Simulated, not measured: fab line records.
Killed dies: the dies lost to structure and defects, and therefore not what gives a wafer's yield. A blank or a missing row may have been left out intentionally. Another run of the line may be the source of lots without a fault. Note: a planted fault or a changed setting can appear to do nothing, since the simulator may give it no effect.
Chamber matching	flow n5 finfet	3 sister chambers for N5_BEOL_M14_ILD_DEP_00 on pecvd-04
The step deposits SiO2 from TEOS/O2, target thk 1119.3 nm, time 237.4 s. 6 wafers are shown with their chamber, then 12 later ones without.

== WAFERS WITH THEIR CHAMBER ==
wafer	chamber	throttle valve pct (%)	heater power w (W)
L084.6	1	19.5	386
L088.6	1	19.4	500
L092.3	2	20.9	633
L092.4	0	18.3	700
L092.5	2	21.0	477
L092.6	0	18.5	804

== WAFERS WITHOUT THEIR CHAMBER ==
wafer	throttle valve pct (%)	heater power w (W)
L093.2	18.5	735
L093.3	19.4	508
L093.6	19.3	379
L095.2	19.3	431
L095.4	19.3	480
L095.5	18.7	698
L096.1	18.5	888
L096.2	21.4	518
L096.3	19.5	389
L096.4	19.5	451
L096.5	21.2	561
L096.6	18.6	707

== WHICH CHAMBER EACH WENT THROUGH ==
wafer	from the rows above	in truth
L093.2	0	0
L093.3	1	1
L093.6	1	1
L095.2	1	1
L095.4	1	1
L095.5	0	0
L096.1	0	0
L096.2	2	2
L096.3	1	1
L096.4	1	1
L096.5	2	2
L096.6	0	0
12 of 12 placed correctly. Left unplaced by these rows: 0. Placed wrongly: 0.
How it was worked out, from the rows above alone: a wafer's distance from a chamber is the root of the sum, over the readings, of the square of ((its reading less the chamber's mean) divided by the reading's scatter). The wafer belongs to the nearest chamber; if the next one is less than 2 further off, it can't be placed. For every chamber, the mean is computed from those of its wafers that are shown. The scatter: take each reading less its chamber's mean, square it, sum over the shown wafers, divide by the number of wafers less the number of chambers, and take the root.
